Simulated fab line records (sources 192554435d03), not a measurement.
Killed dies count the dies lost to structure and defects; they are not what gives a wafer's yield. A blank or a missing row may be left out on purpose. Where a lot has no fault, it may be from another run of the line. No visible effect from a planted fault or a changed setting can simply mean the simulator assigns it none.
fab line records	flow n5Finfet
record lots=9	wafers=27	lastDay=18
route steps=1938 shown SD_EPI_N@282 SD_EPI_P@306 BEOL_M4@1111 PASSIVATION@1936
lots with no fault: from the same line, run without faults
startH: start of the lot's first displayed wafer, in hours after the record's first day	waitH: hours from the lot's prior step to this one	" as in the row above	L1.1+2: a single row standing in for several wafers	- value missing, or start not given	* or withheld: withheld	< > ~ a bound
route shown NAME@n: a module of which the file shows steps, and the number in the route of the first	usual: mean/standard deviation of fault-free wafers	same: alike in all rows	chamber/n: place in a boat	sites: readings site by site	_std_site: their standard deviation	_edge_site: inner sites' mean taken away from outer sites' mean	radiusMm: how far each site lies from the wafer's centre	mask NAME#n: copy n	behind: the tool/chamber that last shaped the wafer	hold: reason for holding the lot/hours on hold/outcome of the hold	device: which transistor (n, p or np) failed to switch	end of line: tests run on the same wafers once the route is complete	a step with no rows: only its recipe	killed: the dies lost at the first sort to structure and to defects; this is not the yield of the wafer	map: a wafer's dies, x killed, . not, _ none there
set.NAME: the setting the step ran with; set.NAME@STEP: the setting that earlier step ran with	model.NAME: the simulator's own value behind a step, which no gauge read
steps of the route over a sample of lots; a table a step, a row a wafer
services: a tool's chamber out of use, with start hour (startH, from the record's first day; less than 0 if before it), hours out, and reason
## steps
# step N5_SD_EPI_N_STRIP_38
# recipe chemistry=N2/H2	powerW=1000	tempC=250	h2Frac=0.65	overashFraction=0.3	pressureMtorr=withheld	n2FlowSccm=1750	h2FlowSccm=3250
# usual drypumpMotorCurrentA=5.7/0.7	heaterPowerW=308/23	oesProductAu=0.763/0.011
lot.wafer	tool	chamber	startH	waitH	drypumpMotorCurrentA	heaterPowerW	oesProductAu	rfHoursCounterH
L884.1	plasmaAsher-02	0	52.70	0.1	4.9	274	0.783	69
L884.3	"	0	"	"	4.9	277	0.757	-
L884.5	"	0	"	"	4.9	275	0.774	-
L885.3	plasmaAsher-01	0	57.43	0.1	5.2	305	0.762	-
L885.4	"	1	"	"	6.3	343	0.756	-
L885.5	"	1	"	"	6.3	347	0.738	-
L886.1	plasmaAsher-01	0	65.44	0.1	5.2	305	0.751	35
L886.2	"	1	"	"	6.3	345	0.769	35
L886.4	"	1	"	"	6.3	346	0.739	-
L888.3	plasmaAsher-02	0	73.58	0.1	4.9	287	0.782	-
L888.5	"	1	"	"	6.5	307	0.766	-
L888.6	"	0	"	"	4.9	282	0.767	-
L890.1	plasmaAsher-02	0	91.18	0.1	4.8	278	0.769	78
L890.2	"	1	"	"	6.4	311	0.757	78
L890.4	"	1	"	"	6.4	317	0.760	-
L896.1	plasmaAsher-02	0	125.94	0.1	4.9	282	0.749	83
L896.2	"	1	"	"	6.5	311	0.770	83
L896.6	"	1	"	"	6.4	303	0.762	-
L897.3	plasmaAsher-02	1	128.27	0.1	6.5	304	0.788	-
L897.4	"	0	"	"	4.9	277	0.763	-
L897.6	"	1	"	"	6.5	312	0.763	-
L898.1	plasmaAsher-01	1	136.11	0.1	6.3	340	0.771	50
L898.3	"	1	"	"	6.3	351	0.769	-
L898.4	"	0	"	"	5.2	297	0.778	-
L906.1	plasmaAsher-02	1	182.14	0.1	6.4	303	0.777	95
L906.2	"	0	"	"	4.9	290	0.764	95
L906.4	"	0	"	"	4.9	286	0.769	-
# step N5_SD_EPI_P_DESCUM_14
# recipe chemistry=O2	timeS=7.9	sourcePowerW=50	biasPowerW=20	pressureMtorr=20	rfFrequencyHz=2.712e+07	tempC=40	resist=CAR-ArF-block	o2FlowSccm=225
# usual drypumpMotorCurrentA=5.6/0.36	o2FlowSccm=224.9/0.66	oesProductAu=0.76/0.073	rfVppV=243.6/1.3	showerheadPlenumPTorr=2.11/0.069	throttleValvePct=20.39/0.26
lot.wafer	tool	chamber	startH	waitH	drypumpMotorCurrentA	o2FlowSccm	oesProductAu	rfHoursCounterH	rfVppV	showerheadPlenumPTorr	throttleValvePct
L884.1	rieDiel-05	2	56.85	0.5	5.6	224.6	0.82	91	243.7	2.02	20.18
L884.3	"	1	"	"	5.8	225.5	0.81	113	245.8	2.18	20.07
L884.5	"	2	"	"	5.6	225.2	0.83	-	241.2	2.02	20.17
L885.3	rieDiel-05	1	61.09	0.0	5.8	223.9	0.80	114	245.1	2.18	20.08
L885.4	"	2	"	"	5.6	225.3	0.82	92	242.4	2.02	20.15
L885.5	"	0	"	"	5.1	223.3	0.72	-	244.9	2.17	20.69
L886.1	rieDiel-06	2	69.90	0.0	5.9	224.8	0.73	174	244.1	2.08	20.37
L886.2	"	0	"	"	5.1	225.5	0.73	149	240.5	1.99	20.43
L886.4	"	0	"	"	5.1	225.3	0.73	-	241.3	1.99	20.40
L888.3	rieDiel-05	1	77.26	0.0	5.8	224.7	0.80	118	244.3	2.18	20.08
L888.5	"	0	"	"	5.1	224.8	0.71	-	244.6	2.17	20.70
L888.6	"	1	"	"	5.8	226.6	0.80	-	242.9	2.18	20.08
L890.1	rieDiel-06	1	94.96	0.1	6.1	224.8	0.92	27	242.1	2.04	19.93
L890.2	"	2	"	"	5.9	224.2	0.73	185	243.0	2.07	20.42
L890.4	"	2	"	"	5.9	224.2	0.73	-	243.4	2.07	20.42
L896.1	rieDiel-02	2	130.09	0.2	6.2	224.3	0.69	234	245.6	2.15	20.57
L896.2	"	3	"	"	5.5	224.9	0.86	46	244.2	2.13	20.27
L896.6	"	1	"	"	5.4	224.8	0.75	-	244.5	2.17	20.63
L897.3	rieDiel-05	2	132.02	0.1	5.6	225.5	0.80	113	242.7	2.01	20.18
L897.4	"	0	"	"	5.1	226.1	0.70	219	244.2	2.16	20.72
L897.6	"	3	"	"	5.7	224.7	0.71	-	242.4	2.16	20.60
L898.1	rieDiel-05	2	141.52	0.0	5.6	224.7	0.79	115	242.2	2.01	20.20
L898.3	"	1	"	"	5.8	226.0	0.78	138	245.6	2.17	20.12
L898.4	"	0	"	"	5.1	224.4	0.70	221	243.6	2.16	20.73
L906.1	rieDiel-06	1	185.78	0.0	6.0	224.2	0.87	57	242.2	2.03	19.98
L906.2	"	2	"	"	5.9	225.6	0.69	218	242.8	2.06	20.47
L906.4	"	0	"	"	5.2	223.7	0.70	180	242.4	1.98	20.48
# step N5_SD_EPI_P_ETCH_36
# recipe chemistry=CF4	target=SiARC	targetDepthA=455	maskMaterial=CAR-ArF-block	timeS=75.8	ionEnergyEv=80	pressureMtorr=40	sourceW=545	biasW=36	Ar_flow_sccm=100	cf4FlowSccm=100	ends=cleared
# usual biasW=35.98/0.12	drypumpMotorCurrentA=5.6/0.36	etchRfOnTimeS=74.9/1.1	oesProductAu=0.66/0.064	rfVppV=184.1/1.1	showerheadPlenumPTorr=2.16/0.06	throttleValvePct=15.63/0.25
lot.wafer	tool	chamber	startH	waitH	biasW	drypumpMotorCurrentA	etchRfOnTimeS	oesProductAu	rfHoursCounterH	rfVppV	showerheadPlenumPTorr	throttleValvePct
L884.1	rieDiel-05	2	56.88	0.0	35.75	5.6	74.5	0.70	91	181.7	2.09	15.50
L884.3	"	1	"	"	36.21	5.8	73.5	0.70	113	184.4	2.23	15.29
L884.5	"	2	"	"	35.80	5.6	75.0	0.70	-	183.5	2.09	15.48
L885.3	rieDiel-05	1	61.12	0.0	35.86	5.8	74.4	0.69	114	185.4	2.23	15.30
L885.4	"	2	"	"	35.82	5.6	73.8	0.70	92	183.0	2.09	15.50
L885.5	"	0	"	"	35.93	5.1	75.6	0.61	-	185.3	2.22	15.90
L886.1	rieDiel-06	2	69.94	0.0	36.03	5.9	75.1	0.63	174	184.9	2.14	15.70
L886.2	"	0	"	"	36.00	5.1	75.1	0.64	149	182.3	2.05	15.72
L886.4	"	0	"	"	36.15	5.1	76.0	0.63	-	182.5	2.05	15.73
L888.3	rieDiel-05	1	77.30	0.0	35.89	5.7	72.9	0.70	118	184.1	2.23	15.33
L888.5	"	0	"	"	35.91	5.1	74.5	0.60	-	184.5	2.21	15.88
L888.6	"	1	"	"	35.99	5.8	72.7	0.70	-	184.5	2.23	15.29
L890.1	rieDiel-06	1	95.01	0.0	36.01	6.0	73.8	0.79	27	184.6	2.10	15.18
L890.2	"	2	"	"	36.01	5.9	76.0	0.62	185	183.3	2.14	15.73
L890.4	"	2	"	"	36.10	5.9	75.7	0.62	-	183.8	2.14	15.72
L896.1	rieDiel-02	2	130.12	0.0	36.03	6.2	75.3	0.60	234	184.7	2.20	15.87
L896.2	"	3	"	"	36.00	5.5	76.0	0.74	46	184.0	2.18	15.44
L896.6	"	1	"	"	35.90	5.4	76.0	0.65	-	186.1	2.22	15.86
L897.3	rieDiel-05	2	132.05	0.0	36.13	5.6	74.8	0.68	113	184.2	2.08	15.54
L897.4	"	0	"	"	34.64	5.1	77.0	0.59	219	181.1	2.21	15.93
L897.6	"	3	"	"	35.98	5.7	74.7	0.62	-	184.6	2.21	15.78
L898.1	rieDiel-05	2	141.55	0.0	35.75	5.6	74.5	0.68	115	182.5	2.08	15.54
L898.3	"	1	"	"	36.11	5.8	74.6	0.68	138	185.8	2.22	15.33
L898.4	"	0	"	"	34.54	5.1	76.9	0.59	221	179.1	2.21	15.93
L906.1	rieDiel-06	1	185.82	0.0	36.27	6.0	73.6	0.76	57	183.5	2.09	15.24
L906.2	"	2	"	"	35.90	5.9	76.4	0.60	218	184.1	2.12	15.79
L906.4	"	0	"	"	35.98	5.1	76.4	0.62	180	184.2	2.04	15.79
# step N5_SD_EPI_P_ETCHBACK_46
# recipe chemistry=CH3F/O2	mode=anisotropicEtchback	target=SiNx	targetDepthA=175	stopOn=SiO2	overEtchFrac=0.3	ionEnergyEv=120	pressureMtorr=30	sourceW=395	biasW=73	Ar_flow_sccm=150	CH3F_flow_sccm=30	O2_flow_sccm=20
# usual drypumpMotorCurrentA=5.6/0.36	oesProductAu=0.65/0.06	rfVppV=294/4.6	showerheadPlenumPTorr=2.02/0.066	throttleValvePct=16.36/0.25
lot.wafer	tool	chamber	startH	waitH	drypumpMotorCurrentA	oesProductAu	rfHoursCounterH	rfVppV	showerheadPlenumPTorr	throttleValvePct
L884.1	rieDiel-05	2	57.26	0.0	5.6	0.70	91	292	1.94	16.14
L884.3	"	1	"	"	5.8	0.69	113	295	2.10	16.10
L884.5	"	2	"	"	5.6	0.70	-	293	1.94	16.15
L885.3	rieDiel-05	1	61.51	0.0	5.8	0.69	114	295	2.10	16.11
L885.4	"	2	"	"	5.6	0.70	92	296	1.94	16.16
L885.5	"	0	"	"	5.1	0.61	-	302	2.07	16.59
L886.1	rieDiel-06	2	70.32	0.0	5.9	0.63	175	291	2.01	16.48
L886.2	"	0	"	"	5.1	0.63	150	289	1.90	16.33
L886.4	"	0	"	"	5.2	0.63	-	291	1.90	16.33
L888.3	rieDiel-05	1	77.68	0.0	5.8	0.69	118	296	2.10	16.11
L888.5	"	0	"	"	5.1	0.60	-	302	2.07	16.60
L888.6	"	1	"	"	5.8	0.68	-	295	2.10	16.12
L890.1	rieDiel-06	1	95.58	0.0	6.0	0.78	28	297	1.95	15.85
L890.2	"	2	"	"	5.9	0.62	185	292	2.00	16.51
L890.4	"	2	"	"	5.9	0.62	-	291	2.00	16.49
L896.1	rieDiel-02	2	130.50	0.0	6.1	0.60	234	298	2.06	16.64
L896.2	"	3	"	"	5.5	0.73	46	287	2.04	16.22
L896.6	"	1	"	"	5.4	0.64	-	288	2.06	16.51
L897.3	rieDiel-05	2	132.43	0.0	5.6	0.68	113	294	1.93	16.21
L897.4	"	0	"	"	5.1	0.60	219	301	2.06	16.64
L897.6	"	3	"	"	5.7	0.61	-	294	2.07	16.55
L898.1	rieDiel-05	2	141.94	0.0	5.6	0.68	115	294	1.93	16.20
L898.3	"	1	"	"	5.8	0.66	138	295	2.09	16.15
L898.4	"	0	"	"	5.1	0.59	221	303	2.06	16.65
L906.1	rieDiel-06	1	186.20	0.0	6.0	0.74	57	298	1.94	15.89
L906.2	"	2	"	"	5.9	0.60	219	291	1.99	16.57
L906.4	"	0	"	"	5.2	0.62	180	288	1.89	16.41
# step N5_BEOL_M4_RC_MEAS_101
# usual DIBL_N=36.4/1.6	DIBL_P=35.9/2	IOFF_N=0.152/0.03	IOFF_P=0.20/0.032	ION_N=670/12	ION_P=459/7.3	SS_N=71.6/0.55	SS_P=73.2/0.69	VT_N=251/3.5	VT_P=-252/3.2
lot.wafer	tool	chamber	startH	waitH	DIBL_N[mV/V]	DIBL_P[mV/V]	IOFF_N[nA/um]	IOFF_P[nA/um]	ION_N[uA/um]	ION_P[uA/um]	SS_N[mV/dec]	SS_P[mV/dec]	VT_N[mV]	VT_P[mV]
L884.1	prober-01	0	168.81	0.0	35.4	34.2	0.131	0.21	669	466	70.9	72.6	251	-247
L884.3	"	0	"	"	36.6	36.3	0.148	0.23	671	463	70.6	73.3	251	-247
L884.5	"	0	"	"	37.7	38.0	0.168	0.26	678	474	71.4	73.8	248	-246
L885.3	prober-01	0	171.84	0.3	36.7	33.8	0.139	0.18	656	449	71.5	72.7	254	-253
L885.4	"	0	"	"	36.5	35.5	0.153	0.22	675	461	70.7	72.4	249	-250
L885.5	"	0	"	"	37.9	37.1	0.177	0.24	671	466	71.4	73.3	248	-248
L886.1	prober-02	0	173.30	0.0	38.9	38.1	0.199	0.26	689	468	71.2	73.4	245	-249
L886.2	"	0	"	"	41.3	39.3	0.236	0.28	693	476	71.6	74.2	246	-244
L886.4	"	0	"	"	37.0	35.2	0.152	0.21	676	465	70.1	72.7	252	-249
L888.3	prober-01	0	197.53	0.3	37.2	37.4	0.177	0.22	688	468	72.4	73.6	247	-248
L888.5	"	0	"	"	35.7	35.0	0.148	0.19	679	459	71.9	72.8	251	-252
L888.6	"	0	"	"	34.9	35.2	0.142	0.18	678	460	71.8	72.6	251	-250
L890.1	prober-02	0	205.41	0.0	34.1	35.9	0.137	0.20	666	462	71.4	72.8	252	-251
L890.2	"	0	"	"	36.5	38.9	0.184	0.24	681	467	71.9	73.5	246	-252
L890.4	"	0	"	"	33.6	35.0	0.140	0.18	674	457	71.2	72.2	249	-256
L897.3	prober-01	0	241.84	0.3	37.7	38.5	0.175	0.23	684	468	73.0	74.5	250	-248
L897.4	"	0	"	"	36.0	35.9	0.139	0.19	661	456	71.8	73.3	253	-254
L897.6	"	0	"	"	35.7	35.7	0.132	0.18	671	463	71.7	73.7	255	-251
L896.1	prober-02	0	249.73	0.0	35.1	33.5	0.128	0.17	661	456	71.8	72.7	254	-253
L896.2	"	0	"	"	37.5	37.4	0.183	0.23	690	469	72.6	74.3	247	-249
L896.6	"	0	"	"	35.2	33.9	0.135	0.18	678	466	71.8	72.1	252	-250
L898.1	prober-02	0	260.82	0.0	38.0	39.1	0.190	0.26	674	460	71.9	73.9	249	-248
L898.3	"	0	"	"	35.8	35.4	0.144	0.18	662	455	71.7	73.1	249	-255
L898.4	"	0	"	"	35.5	34.2	0.139	0.17	668	455	71.2	73.3	253	-255
L906.1	prober-02	0	311.21	0.0	35.3	35.4	0.135	0.19	671	458	71.7	73.6	255	-253
L906.2	"	0	"	"	36.3	35.6	0.160	0.20	667	452	72.3	73.2	253	-252
L906.4	"	0	"	"	34.5	35.5	0.127	0.20	664	464	71.1	73.2	254	-251
# step N5_PASSIVATION_PROBE_49
# usual defectLimitedYield=91.7/1.2	killed_at_M0_to_M3=33/9.5	killed_at_M4_up=13/4.9	killedAtContacts=13/6.6	killedAtFrontEnd=36/11	killedAtOther=3.0/2.6	killedDies=97/14	killedOpen=65/11	killedShort=31/6.6	sort_bin_5_function=4.8/0.82	sort_bin_6_memory=3.1/0.58	sortNPass=1083/14	sortYieldPct=91.7/1.2
# same grossDies=1180	killedAtBackSide=0	sort_bin_4_leakage[%]=0	sort_bin_8_speed[%]=0
lot.wafer	tool	chamber	startH	waitH	defectLimitedYield[%]	killed_at_M0_to_M3	killed_at_M4_up	killedAtContacts	killedAtFrontEnd	killedAtOther	killedDies	killedOpen	killedShort	sort_bin_5_function[%]	sort_bin_6_memory[%]	sortNPass	sortYieldPct[%]
L884.1	prober-01	-	277.79	0.0	91.2	43	8	16	32	5	104	70	34	5.8	2.8	1076	91.2
L884.3	prober-01	-	277.89	0.1	93.2	30	15	8	25	2	80	63	14	4.1	2.7	1100	93.2
L884.5	prober-01	-	277.99	0.2	92.5	40	11	11	25	1	88	56	29	4.4	2.9	1092	92.5
L885.3	prober-02	-	278.67	0.1	91.9	35	8	8	44	1	96	52	43	4.6	3.1	1084	91.9
L885.4	prober-02	-	278.72	0.2	90.3	58	6	16	32	2	114	82	31	4.9	4.5	1066	90.3
L885.5	prober-02	-	278.77	0.2	90.4	42	22	12	31	6	113	80	31	5.2	4.0	1067	90.4
L886.1	prober-01	-	279.64	0.0	91.4	51	9	13	27	1	101	59	42	5.5	2.8	1079	91.4
L886.2	prober-01	-	279.69	0.1	90.9	47	9	19	28	4	107	77	26	5.4	3.6	1073	90.9
L886.4	prober-01	-	279.79	0.2	93.6	30	10	14	15	7	76	52	20	3.6	2.7	1104	93.6
L888.3	prober-02	-	294.13	0.1	93.1	24	9	11	29	8	81	46	35	4.4	2.4	1099	93.1
L888.5	prober-02	-	294.23	0.2	93.4	16	11	13	32	6	78	52	26	3.6	2.9	1102	93.4
L888.6	prober-02	-	294.28	0.3	91.4	26	8	9	48	11	102	72	30	5.1	3.1	1078	91.4
L890.1	prober-01	-	301.21	0.0	90.3	43	15	14	40	3	115	75	39	5.6	3.9	1065	90.3
L890.2	prober-01	-	301.26	0.1	91.4	35	17	18	30	2	102	67	33	5.0	3.5	1078	91.4
L890.4	prober-01	-	301.36	0.2	92.1	41	17	12	19	4	93	62	30	4.7	3.1	1087	92.1
L897.3	prober-02	-	345.21	0.1	87.3	42	12	8	80	8	150	101	49	7.5	5.0	1030	87.3
L897.4	prober-02	-	345.26	0.2	91.5	28	12	12	45	3	100	60	38	5.0	3.2	1080	91.5
L897.6	prober-02	-	345.36	0.3	91.2	39	19	12	33	1	104	75	27	5.3	3.2	1076	91.2
L896.1	prober-02	-	349.38	0.0	91.5	32	15	4	48	1	100	65	32	5.3	2.9	1080	91.5
L896.2	prober-02	-	349.43	0.1	90.9	34	7	9	56	1	107	68	36	4.9	3.5	1073	90.9
L896.6	prober-02	-	349.63	0.3	92.4	34	15	13	27	1	90	62	28	4.3	3.0	1090	92.4
L898.1	prober-01	-	361.71	0.0	91.4	40	12	7	34	8	101	68	32	5.1	3.2	1079	91.4
L898.3	prober-01	-	361.81	0.1	91.4	47	12	11	31	1	102	66	36	4.7	3.6	1078	91.4
L898.4	prober-01	-	361.86	0.2	92.5	34	10	7	27	10	88	57	30	4.4	2.8	1092	92.5
L906.1	prober-02	-	424.00	0.0	90.6	13	20	19	56	3	111	68	43	5.6	3.1	1069	90.6
L906.2	prober-02	-	424.05	0.1	91.8	26	17	5	47	2	97	56	41	5.4	2.3	1083	91.8
L906.4	prober-02	-	424.15	0.2	91.4	33	13	13	43	0	102	68	33	4.9	3.4	1078	91.4
# killed by level:class
L884.1 BEOL_M2:geometricParticle:open=15 MOL_CONTACT_COAG:geometricParticle:open=14 BEOL_M0_SAQP:geometricParticle:open=9 BEOL_M1:geometricParticle:open=6 FIN_SAQP:geometricParticle:short=5 BEOL_M2:geometricParticle:short=5 DUMMY_GATE:geometricParticle:open=4 GATE_CUT:geometricParticle:short=4
L884.3 BEOL_M2:geometricParticle:open=18 BEOL_M4:geometricParticle:open=11 MOL_CONTACT_COAG:geometricParticle:open=7 DUMMY_GATE:geometricParticle:open=5 STARTING-WAFER:geometricParticle:open=4 FIN_SAQP:geometricParticle:open=3 ILD0:geometricParticle:open=3 BEOL_M0_SAQP:geometricParticle:open=3
L884.5 BEOL_M2:geometricParticle:open=12 MOL_CONTACT_COAG:geometricParticle:open=8 BEOL_M0_SAQP:geometricParticle:open=7 BEOL_M3:geometricParticle:open=6 STARTING-WAFER:geometricParticle:short=5 GATE_CUT:geometricParticle:short=4 BEOL_M0_SAQP:geometricParticle:short=4 BEOL_M1:geometricParticle:open=4
L885.3 FIN_SAQP:geometricParticle:short=13 BEOL_M2:geometricParticle:open=9 MOL_CONTACT_COAG:geometricParticle:open=8 FIN_SAQP:geometricParticle:open=7 BEOL_M3:geometricParticle:open=7 GATE_CUT:geometricParticle:short=6 BEOL_M0_SAQP:geometricParticle:open=5 STI_FIN_REVEAL:geometricParticle:short=4
L885.4 BEOL_M3:geometricParticle:open=18 MOL_CONTACT_COAG:geometricParticle:open=15 BEOL_M2:geometricParticle:open=12 BEOL_M1:geometricParticle:open=8 BEOL_M0_SAQP:geometricParticle:short=7 FIN_SAQP:geometricParticle:short=5 DUMMY_GATE:geometricParticle:open=4 GATE_CUT:geometricParticle:open=4
L885.5 BEOL_M1:geometricParticle:open=12 BEOL_M3:geometricParticle:open=11 MOL_CONTACT_COAG:geometricParticle:open=11 BEOL_M2:geometricParticle:open=8 FIN_SAQP:geometricParticle:open=5 FIN_SAQP:geometricParticle:short=5 STI_FIN_REVEAL:geometricParticle:open=5 BEOL_M0_SAQP:geometricParticle:short=4
L886.1 BEOL_M3:geometricParticle:open=15 BEOL_M0_SAQP:geometricParticle:short=10 MOL_CONTACT_COAG:geometricParticle:open=8 BEOL_M1:geometricParticle:open=8 STI_FIN_REVEAL:geometricParticle:open=5 BEOL_M0_SAQP:geometricParticle:open=5 MOL_CONTACT_COAG:geometricParticle:short=5 FIN_SAQP:geometricParticle:short=4
L886.2 BEOL_M0_SAQP:geometricParticle:open=17 MOL_CONTACT_COAG:geometricParticle:open=16 STI_FIN_REVEAL:geometricParticle:open=14 BEOL_M0_SAQP:geometricParticle:short=8 BEOL_M3:geometricParticle:open=7 FIN_SAQP:geometricParticle:short=4 BEOL_M1:geometricParticle:open=4 BEOL_M4:geometricParticle:open=4
L886.4 BEOL_M1:geometricParticle:open=14 MOL_CONTACT_COAG:geometricParticle:open=11 BEOL_M0_SAQP:geometricParticle:short=6 STI_FIN_REVEAL:geometricParticle:open=5 BEOL_M4:geometricParticle:open=4 BEOL_M3:geometricParticle:open=3 STARTING-WAFER:geometricParticle:open=3 ILD0:geometricParticle:open=2
L888.3 MOL_CONTACT_COAG:geometricParticle:open=11 FIN_SAQP:geometricParticle:short=7 BEOL_M4:geometricParticle:open=6 FIN_SAQP:geometricParticle:open=5 BEOL_M0_SAQP:geometricParticle:short=5 BEOL_M0_SAQP:geometricParticle:open=5 BEOL_M3:geometricParticle:open=5 BEOL_M3:geometricParticle:short=5
L888.5 MOL_CONTACT_COAG:geometricParticle:open=11 STI_FIN_REVEAL:geometricParticle:open=8 STI_FIN_REVEAL:geometricParticle:short=4 BEOL_M0_SAQP:geometricParticle:short=4 BEOL_M8:geometricParticle:open=4 FIN_SAQP:geometricParticle:short=3 DUMMY_GATE:geometricParticle:open=3 PASS1_CAP:geometricParticle:open=3
L888.6 STI_FIN_REVEAL:geometricParticle:open=11 DUMMY_GATE:geometricParticle:open=9 FIN_SAQP:geometricParticle:open=8 BEOL_M2:geometricParticle:open=8 MOL_CONTACT_COAG:geometricParticle:open=7 BEOL_M0_SAQP:geometricParticle:short=6 BEOL_M3:geometricParticle:open=6 MIM_TOP_ETCH:geometricParticle:short=5
L890.1 BEOL_M1:geometricParticle:open=10 MOL_CONTACT_COAG:geometricParticle:open=9 BEOL_M2:geometricParticle:open=8 STI_FIN_REVEAL:geometricParticle:open=7 DUMMY_GATE:geometricParticle:open=7 BEOL_M0_SAQP:geometricParticle:short=7 FIN_SAQP:geometricParticle:open=6 BEOL_M0_SAQP:geometricParticle:open=6
L890.2 MOL_CONTACT_COAG:geometricParticle:open=12 BEOL_M1:geometricParticle:open=12 STI_FIN_REVEAL:geometricParticle:open=9 MOL_CONTACT_COAG:geometricParticle:short=6 BEOL_M1:geometricParticle:short=6 BEOL_M5:geometricParticle:open=6 BEOL_M3:geometricParticle:open=5 FIN_SAQP:geometricParticle:open=4
L890.4 BEOL_M2:geometricParticle:open=11 MOL_CONTACT_COAG:geometricParticle:open=10 BEOL_M3:geometricParticle:open=8 BEOL_M5:geometricParticle:open=8 BEOL_M1:geometricParticle:open=6 BEOL_M1:geometricParticle:short=5 DUMMY_GATE:geometricParticle:open=4 BEOL_M0_SAQP:geometricParticle:short=4
L897.3 STI_FIN_REVEAL:geometricParticle:open=32 FIN_SAQP:geometricParticle:short=14 BEOL_M0_SAQP:geometricParticle:short=9 BEOL_M1:geometricParticle:open=8 BEOL_M0_SAQP:geometricParticle:open=8 DUMMY_GATE:geometricParticle:open=8 MOL_CONTACT_COAG:geometricParticle:open=6 BEOL_M3:geometricParticle:open=6
L897.4 STI_FIN_REVEAL:geometricParticle:open=11 STI_FIN_REVEAL:geometricParticle:short=10 MOL_CONTACT_COAG:geometricParticle:open=10 FIN_SAQP:geometricParticle:short=9 BEOL_M1:geometricParticle:open=6 BEOL_M2:geometricParticle:open=5 DUMMY_GATE:geometricParticle:open=5 BEOL_M0_SAQP:geometricParticle:short=5
L897.6 MOL_CONTACT_COAG:geometricParticle:open=10 STI_FIN_REVEAL:geometricParticle:open=9 BEOL_M3:geometricParticle:open=8 BEOL_M4:geometricParticle:open=8 FIN_SAQP:geometricParticle:open=7 BEOL_M0_SAQP:geometricParticle:short=7 BEOL_M0_SAQP:geometricParticle:open=6 BEOL_M2:geometricParticle:open=6
L896.1 FIN_SAQP:geometricParticle:open=12 FIN_SAQP:geometricParticle:short=11 BEOL_M2:geometricParticle:open=11 GATE_CUT:geometricParticle:short=8 BEOL_M0_SAQP:geometricParticle:open=6 BEOL_M1:geometricParticle:open=6 GATE_CUT:geometricParticle:open=5 MOL_CONTACT_COAG:geometricParticle:short=3
L896.2 FIN_SAQP:geometricParticle:open=19 BEOL_M0_SAQP:geometricParticle:short=14 FIN_SAQP:geometricParticle:short=10 BEOL_M0_SAQP:geometricParticle:open=8 STARTING-WAFER:geometricParticle:open=7 DUMMY_GATE:geometricParticle:open=6 MOL_CONTACT_COAG:geometricParticle:open=6 BEOL_M1:geometricParticle:open=4
L896.6 BEOL_M2:geometricParticle:open=11 MOL_CONTACT_COAG:geometricParticle:open=10 FIN_SAQP:geometricParticle:open=8 BEOL_M4:geometricParticle:open=8 FIN_SAQP:geometricParticle:short=6 BEOL_M0_SAQP:geometricParticle:short=5 BEOL_M1:geometricParticle:open=5 STI_FIN_REVEAL:geometricParticle:open=4
L898.1 BEOL_M2:geometricParticle:open=14 BEOL_M0_SAQP:geometricParticle:open=8 GATE_CUT:geometricParticle:short=7 BEOL_M3:geometricParticle:open=7 FIN_SAQP:geometricParticle:short=6 DUMMY_GATE:geometricParticle:open=6 MOL_CONTACT_COAG:geometricParticle:open=6 STARTING-WAFER:geometricParticle:open=5
L898.3 MOL_CONTACT_COAG:geometricParticle:open=10 DUMMY_GATE:geometricParticle:open=9 BEOL_M1:geometricParticle:open=9 BEOL_M3:geometricParticle:open=7 BEOL_M0_SAQP:geometricParticle:short=6 BEOL_M0_SAQP:geometricParticle:open=6 BEOL_M2:geometricParticle:open=6 BEOL_M3:geometricParticle:short=6
L898.4 BEOL_M1:geometricParticle:open=8 STI_FIN_REVEAL:geometricParticle:open=7 FIN_SAQP:geometricParticle:short=5 FIN_SAQP:geometricParticle:open=5 BEOL_M2:geometricParticle:open=5 MOL_CONTACT_COAG:geometricParticle:open=4 BEOL_M3:geometricParticle:open=4 PAD_METAL:geometricParticle:open=4
L906.1 FIN_SAQP:geometricParticle:short=14 MOL_CONTACT_COAG:geometricParticle:open=14 FIN_SAQP:geometricParticle:open=9 BEOL_M5:geometricParticle:open=7 BEOL_M0_SAQP:geometricParticle:open=6 STI_FIN_REVEAL:geometricParticle:open=5 DUMMY_GATE:geometricParticle:open=5 GATE_CUT:geometricParticle:short=5
L906.2 FIN_SAQP:geometricParticle:open=11 STI_FIN_REVEAL:geometricParticle:open=9 BEOL_M0_SAQP:geometricParticle:short=7 FIN_SAQP:geometricParticle:short=6 BEOL_M5:geometricParticle:open=6 STARTING-WAFER:geometricParticle:short=6 MOL_CONTACT_COAG:geometricParticle:open=5 DUMMY_GATE:geometricParticle:open=4
L906.4 FIN_SAQP:geometricParticle:open=13 BEOL_M2:geometricParticle:open=11 MOL_CONTACT_COAG:geometricParticle:open=9 FIN_SAQP:geometricParticle:short=7 BEOL_M0_SAQP:geometricParticle:short=7 STI_FIN_REVEAL:geometricParticle:open=5 STARTING-WAFER:geometricParticle:short=5 MOL_CONTACT_COAG:geometricParticle:short=4
## services
tool	chamber	startH	hours	kind
rieDiel-06	3	47.88	80.0	repair
rieDiel-05	2	66.22	4.1	repair
rieDiel-05	3	69.08	10.3	repair
rieDiel-02	2	73.77	20.4	repair
plasmaAsher-01	-	84.24	1.7	repair
rieDiel-06	0	86.29	11.1	repair
plasmaAsher-02	-	95.24	4.0	repair
rieDiel-02	-	100.63	0.2	repair
plasmaAsher-02	-	103.15	1.8	repair
rieDiel-06	1	112.38	4.0	repair
rieDiel-02	0	128.44	-	clean
rieDiel-02	0	128.44	-	consumableReplace:focusRing
rieDiel-02	0	128.44	15.9	scheduledDown
rieDiel-02	0	128.44	15.9	ventCycle
rieDiel-02	3	148.52	2.5	repair
rieDiel-06	3	155.86	4.0	repair
rieDiel-02	2	174.82	-	clean
rieDiel-02	2	174.82	-	consumableReplace:focusRing
rieDiel-02	2	174.82	23.5	scheduledDown
rieDiel-02	2	174.82	23.5	ventCycle
## key
firstSign step=N5_SD_EPI_P_ETCH_36	reading=biasW	direction=down	sigmas=12	usual=*	struck=*
effect step=N5_SD_EPI_P_ETCH_36	reading=rfVppV	direction=down	sigmas=3.7	usual=184.1	struck=180.1
metAt N5_SD_EPI_P_ETCH_36
struckLots L897,L898
struckWafers L897.4,L898.4
notActingAt N5_SD_EPI_N_STRIP_38,N5_SD_EPI_P_DESCUM_14,N5_SD_EPI_P_ETCHBACK_46
onsetBetween 77.30 132.05
fault kind=processParameterDrift	tool=rieDiel-05	chamber=0	onsetH=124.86	steps=N5_SD_EPI_P_ETCH_36	channel=biasW	offset=*	shape=step	endH=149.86	actsIn=*	stated=*
